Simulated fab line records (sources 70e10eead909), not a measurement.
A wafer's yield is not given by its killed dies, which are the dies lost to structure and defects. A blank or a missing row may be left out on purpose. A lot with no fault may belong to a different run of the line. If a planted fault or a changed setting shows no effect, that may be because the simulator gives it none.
A struck lot beside a sound one -- flow nand harc -- 44 steps out of a route of 1302
Sound: wafers L955.2, L955.3, L955.5. Struck: wafers L959.1, L959.3, L959.5. Last of all comes the cause.
For every step that has rows: the tool of each side, followed by ch and its chambers, followed by its first start. Under that, the readings that differ: sound wafers -- struck wafers -- difference of the means -- sigmas: that difference in standard deviations of wafers without a fault.
alike: words and numbers the same on both sides, and readings whose means are apart by under 2 such deviations; not compared: readings that were withheld, readings missing a value for some wafer, numbers with overlapping values and no deviation given by the record, and bounds like >300 which may hide the same value.
Wherever a step has rows on one side only, a row that says differs or no value, or a row with sigmas, the two part there. Numbers that have no deviation but don't overlap get no sigmas and don't part them. Lack of a reading on every wafer of one side parts them only where that side has two or more wafers.

first, 8 steps without rows for these wafers: NHARC_P_GATE_DEHYDRATE_38 (time 120 s); NHARC_P_GATE_HMDS_39 (time 30 s); NHARC_P_GATE_COAT_40; NHARC_P_GATE_SOFTBAKE_41 (time 95 s); NHARC_P_GATE_EBR_42; NHARC_P_GATE_EXPOSE_43 (exposes mask P NSD, target cd 720 nm); NHARC_P_GATE_PEB_44 (peb time 85 s); NHARC_P_GATE_DEVELOP_45 (time 70 s).
NHARC_P_GATE_CD_MEAS_46: the cd target is 720 nm.
  sound on cd sem-02 ch 0, day 6 05:18; struck on cd sem-03 ch 0, day 8 01:06
  alike: cd nm
then, 1 step without rows for these wafers: NHARC_P_GATE_HARDBAKE_47 (time 80 s).
NHARC_P_GATE_DESCUM_48: chemistry O2, time 3 s.
  sound on rie diel-11 ch 0,3, day 6 05:28; struck on rie diel-03 ch 1,2, day 8 01:16
  alike: chamber pressure mTorr, drypump motor current A, oes product au, rf vpp V, showerhead plenum p Torr, throttle valve pct
  not compared: rf hours counter h
next, for these wafers, 1 step has no rows: NHARC_P_GATE_IMPLANT_49.
NHARC_P_GATE_STRIP_111: strips in N2/H2, time 250 s.
  sound on plasma asher-01 ch 0,1, day 6 05:58; struck on plasma asher-02 ch 0,1, day 8 01:38
  alike: drypump motor current A, heater power w, rf refl power W
  not compared: rf hours counter h
NHARC_P_GATE_STRIP_75: strips in O2.
  sound on plasma asher-01 ch 0,1, day 6 06:13; struck on plasma asher-02 ch 0,1, day 8 01:56
  alike: drypump motor current A, heater power w, rf refl power W
  not compared: rf hours counter h
then, 9 steps without rows for these wafers: NHARC_P_GATE_STRIP_50 (strips in SPM, time 900 s); NHARC_P_GATE_DEHYDRATE_51 (time 120 s); NHARC_P_GATE_HMDS_52 (time 30 s); NHARC_P_GATE_COAT_53; NHARC_P_GATE_SOFTBAKE_54 (time 95 s); NHARC_P_GATE_EBR_55; NHARC_P_GATE_EXPOSE_56 (exposes mask P PSD, target cd 720 nm); NHARC_P_GATE_PEB_57 (peb time 85 s); NHARC_P_GATE_DEVELOP_58 (time 70 s).
NHARC_P_GATE_CD_MEAS_59: the cd target is 720 nm.
  sound on cd sem-03 ch 0, day 6 07:08; struck on cd sem-02 ch 0, day 8 02:51
  alike: cd nm
then, 1 step without rows for these wafers: NHARC_P_GATE_HARDBAKE_60 (time 80 s).
NHARC_P_GATE_DESCUM_61: chemistry O2, time 3 s.
  sound on rie diel-03 ch 0,1, day 6 07:19; struck on rie diel-07 ch 0,3, day 8 03:01
  alike: chamber pressure mTorr, drypump motor current A, oes product au, rf vpp V, showerhead plenum p Torr, throttle valve pct
  not compared: rf hours counter h
then, 2 steps without rows for these wafers: NHARC_P_GATE_IMPLANT_62; NHARC_P_GATE_STRIP_112 (strips in N2/H2, time 200 s).
NHARC_P_GATE_STRIP_76: strips in O2.
  sound on plasma asher-02 ch 0,1, day 6 07:56; struck on plasma asher-02 ch 0,1, day 8 03:43
  alike: drypump motor current A, heater power w, rf refl power W
  not compared: rf hours counter h
then, 9 steps without rows for these wafers: NHARC_P_GATE_STRIP_63 (strips in SPM, time 900 s); NHARC_P_GATE_DEHYDRATE_83 (time 120 s); NHARC_P_GATE_HMDS_84 (time 30 s); NHARC_P_GATE_COAT_85; NHARC_P_GATE_SOFTBAKE_86 (time 95 s); NHARC_P_GATE_EBR_87; NHARC_P_GATE_EXPOSE_88 (exposes mask P HVN, target cd 2000 nm); NHARC_P_GATE_PEB_89 (peb time 85 s); NHARC_P_GATE_DEVELOP_90 (time 70 s).
NHARC_P_GATE_CD_MEAS_91: the cd target is 2000 nm.
  sound on cd sem-02 ch 0, day 6 08:43; struck on cd sem-01 ch 0, day 8 04:38
  alike: cd nm
then, 1 step without rows for these wafers: NHARC_P_GATE_HARDBAKE_92 (time 80 s).
NHARC_P_GATE_DESCUM_93: chemistry O2, time 3 s.
  sound on rie diel-03 ch 0,1, day 6 08:53; struck on rie diel-07 ch 1,3, day 8 04:48
  alike: chamber pressure mTorr, drypump motor current A, oes product au, rf vpp V, showerhead plenum p Torr, throttle valve pct
  not compared: rf hours counter h
next, for these wafers, 1 step has no rows: NHARC_P_GATE_IMPLANT_94.
NHARC_P_GATE_INSPECT_68:
  struck on defect inspect-01, day 8 08:09; sound on defect inspect-02, day 6 11:48
reading,sound,struck,difference,sigmas
raw defect count,195 122 126,1642 1582 1494,+1425,+19
-- the record jumps here: 19 days lie between the struck wafers' starts before and after (it left off in module P_GATE and takes up again in module END, whose first step shown is number 1302 of the route) --
NHARC_END_SORT_01:
  only the struck wafers appear in the record here, on prober-01 ch 0 at day 26 23:23; the sound ones have no rows

== WHERE THEY PART ==
First at NHARC_P_GATE_INSPECT_68; last, within this record, at NHARC_END_SORT_01.

WHY: the cause the simulator had injected
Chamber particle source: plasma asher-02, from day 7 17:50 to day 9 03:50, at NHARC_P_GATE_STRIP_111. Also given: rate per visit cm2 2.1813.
